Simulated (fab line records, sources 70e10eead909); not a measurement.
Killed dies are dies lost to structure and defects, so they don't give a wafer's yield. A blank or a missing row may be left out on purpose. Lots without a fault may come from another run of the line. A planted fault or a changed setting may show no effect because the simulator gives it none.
Problem report in the 8D (eight disciplines) form, filled by code | flow nand_harc | the parts of the form that need people (team, actions taken, sign-off) are left out

1. THE PROBLEM
cd_nm at NHARC_P_GATE_CD_MEAS_26 reads a mean of 116.1 nm on 6 wafers of 2 lots; wafers without a fault read 120.1 nm with a standard deviation of 0.46. That is -8.7 standard deviations from the usual mean.
The step: target cd 120 nm.
First seen on wafer L147.1, day 12 19:05, on cd_sem-03. The record holds 36 wafers of 12 lots with a number at this step. Rule for "out", or "out of limits": more than 4 standard deviations from the usual mean. The other wafers with a number count as sound.

2. WHAT IT IS AND WHAT IT IS NOT
question                    | is                     | is not
which readings at this step | cd_nm                  | -
which lots                  | L147, L149             | L129, L130, L132, L133, L134, L136, L138, L141, L150, L151
which wafers of those lots  | all that have a number | -
read on which gauges        | cd_sem-01, cd_sem-03   | cd_sem-02
when                        | from day 12 19:05      | up to then (24 sound wafers); but 6 sound wafers of L150, L151 came after

3. SUSPECTS, AND WHAT RULES EACH OUT
Counting: a tool at a process step up to the reading stays a suspect if it ran every lot that is out and no sound lot after the first of them.
- the gauge at NHARC_P_GATE_CD_MEAS_26: ruled out. The wafers that are out were read on 2 gauges (cd_sem-01, cd_sem-03).
- pecvd-01 at NHARC_P_GATE_DEP_103 (deposits SiON, target thk 30 nm): ruled out as a lasting fault. Sound lots L150 ran on it after its first lot that is out, L147 (day 12 18:35).
- litho_track-06 at NHARC_P_GATE_PEB_24 (peb time 65 s): kept. It ran every lot that is out, first L147 (day 12 19:01), and no sound lot after that; its last sound lot up to then is L138 (day 8 19:37).
Left after counting: litho_track-06 at NHARC_P_GATE_PEB_24.

4. THE CAUSE (what the simulator had put in)
Process parameter drift: litho_track-06, from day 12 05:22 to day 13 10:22, at NHARC_P_GATE_PEB_24. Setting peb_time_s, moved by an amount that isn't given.
Counting left only this tool.

5. THE CHAIN OF EFFECTS, in route order
Each row: a reading whose mean over the struck wafers that have a number lies more than 3 standard deviations from the usual. Only readings for which the record gives a usual standard deviation are gone through. hours: the time from each lot's start at the first step in this table that gives one to its start at this step, as a median over the lots. sigmas: the change in usual standard deviations.
hours | step                    | reading | usual    | on struck wafers | change | sigmas
0     | NHARC_P_GATE_CD_MEAS_26 | cd_nm   | 120.1 nm | 116.1            | -4.0   | -8.7
Later measuring or inspecting steps at which every struck wafer that the step has a row for has a number for every such reading, and none has moved that far: NHARC_P_GATE_OVL_MEAS_27, NHARC_END_SORT_01.

6. WHAT WOULD HAVE CAUGHT IT SOONER
In this record the first reading out of limits at a measuring or inspecting step was taken at day 12 19:05, 14 hours after the fault began at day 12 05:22.
Of the tool readings at NHARC_P_GATE_PEB_24 for which the record gives a usual standard deviation, none was out on any struck wafer, so an alarm limit of 4 standard deviations on them would not have fired.
Of the lots that are out (2), L149 began NHARC_P_GATE_PEB_24 on litho_track-06 after day 12 19:05. A hold on the tool at that time would have spared it.
